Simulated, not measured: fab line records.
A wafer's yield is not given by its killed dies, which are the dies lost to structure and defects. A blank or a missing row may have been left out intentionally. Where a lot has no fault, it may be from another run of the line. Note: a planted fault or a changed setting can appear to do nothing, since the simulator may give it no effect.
Chamber matching :: flow n5_finfet :: 4 sister chambers for N5_BEOL_M9_ETCH_65 on rie_diel-04
The step etches SiARC in CF4, target depth 15.6 nm, time 26 s. 4 wafers are shown with their chamber, then 11 later ones without.

## WAFERS WITH THEIR CHAMBER
wafer: L086.5
chamber: 1
drypump_motor_current_A (A): 6.3

wafer: L089.2
chamber: 0
drypump_motor_current_A (A): 5.8

wafer: L089.5
chamber: 2
drypump_motor_current_A (A): 5.2

wafer: L090.2
chamber: 3
drypump_motor_current_A (A): 5.6

## WAFERS WITH NO CHAMBER GIVEN
wafer: L090.4
drypump_motor_current_A (A): 5.3

wafer: L090.6
drypump_motor_current_A (A): 5.3

wafer: L091.2
drypump_motor_current_A (A): 5.8

wafer: L091.5
drypump_motor_current_A (A): 5.2

wafer: L091.6
drypump_motor_current_A (A): 6.2

wafer: L088.2
drypump_motor_current_A (A): 6.3

wafer: L088.3
drypump_motor_current_A (A): 5.8

wafer: L088.6
drypump_motor_current_A (A): 5.8

wafer: L097.1
drypump_motor_current_A (A): 5.7

wafer: L097.5
drypump_motor_current_A (A): 5.8

wafer: L097.6
drypump_motor_current_A (A): 6.3

## WHICH CHAMBER EACH ONE RAN IN
wafer: L090.4
from the rows above: 2
in truth: 2

wafer: L090.6
from the rows above: 2
in truth: 2

wafer: L091.2
from the rows above: 0
in truth: 0

wafer: L091.5
from the rows above: 2
in truth: 2

wafer: L091.6
from the rows above: 1
in truth: 1

wafer: L088.2
from the rows above: 1
in truth: 1

wafer: L088.3
from the rows above: 0
in truth: 0

wafer: L088.6
from the rows above: 0
in truth: 0

wafer: L097.1
from the rows above: can't be placed: 0 or 3
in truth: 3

wafer: L097.5
from the rows above: 0
in truth: 0

wafer: L097.6
from the rows above: 1
in truth: 1
10 of 11 placed correctly. These rows do not allow placing 1 (true chamber among the candidates in 1). Wrongly placed: 0.
How it was worked out, from the rows above alone: a wafer's distance from a chamber is the root of the sum, over the readings, of the square of ((its reading less the chamber's mean) divided by the reading's scatter). If the next closest chamber is less than 2 further off than the closest, the wafer can't be placed; otherwise it belongs to the closest. The mean given for a chamber averages the wafers shown for that chamber. The scatter: with one shown wafer a chamber, the root of the mean of the squares of how far each hidden wafer lies from its nearest shown one.
